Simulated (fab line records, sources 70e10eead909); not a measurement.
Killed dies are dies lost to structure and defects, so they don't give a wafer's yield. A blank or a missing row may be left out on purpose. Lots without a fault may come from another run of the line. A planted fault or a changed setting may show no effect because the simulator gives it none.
Chamber matching | flow nand_harc | NHARC_A_STAIRCASE_CMP_450 on cmp-01: 4 sister chambers
The step polishes SiO2, target thk 200 nm. 4 wafers are shown with their chamber, then 12 later ones without.

WAFERS WITH THEIR CHAMBER
wafer  | chamber | motor_current_A (A)
L088.5 | 1       | 12.4
L088.1 | 0       | 13.5
L088.3 | 2       | 10.4
L088.4 | 3       | 10.9

WAFERS WITHOUT THEIR CHAMBER
wafer  | motor_current_A (A)
L091.2 | 9.8
L091.3 | 10.5
L091.4 | 11.1
L093.4 | 11.3
L093.5 | 9.9
L093.6 | 11.9
L095.1 | 13.8
L095.3 | 11.6
L095.4 | 10.4
L097.3 | 11.4
L097.4 | 12.7
L097.5 | 10.1

WHICH CHAMBER EACH WENT THROUGH
wafer  | from the rows above          | in truth
L091.2 | can't be placed: 2 or 3      | 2
L091.3 | can't be placed: 2 or 3      | 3
L091.4 | can't be placed: 3 or 2      | 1
L093.4 | can't be placed: 3 or 2 or 1 | 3
L093.5 | can't be placed: 2 or 3      | 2
L093.6 | can't be placed: 1 or 3      | 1
L095.1 | 0                            | 0
L095.3 | can't be placed: 3 or 1 or 2 | 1
L095.4 | can't be placed: 2 or 3      | 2
L097.3 | can't be placed: 3 or 1 or 2 | 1
L097.4 | can't be placed: 1 or 0      | 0
L097.5 | can't be placed: 2 or 3      | 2
Placed correctly: 1 of 12. Can't be placed from these rows: 11 (the true chamber is among the candidates in 10). Placed wrongly: 0.
How it was worked out, from the rows above alone: a wafer's distance from a chamber is the root of the sum, over the readings, of the square of ((its reading less the chamber's mean) divided by the reading's scatter). The wafer belongs to the nearest chamber; if the next one is less than 2 further off, it can't be placed. A chamber's mean is the mean of its shown wafers. The scatter: with one shown wafer a chamber, the root of the mean of the squares of how far each hidden wafer lies from its nearest shown one.
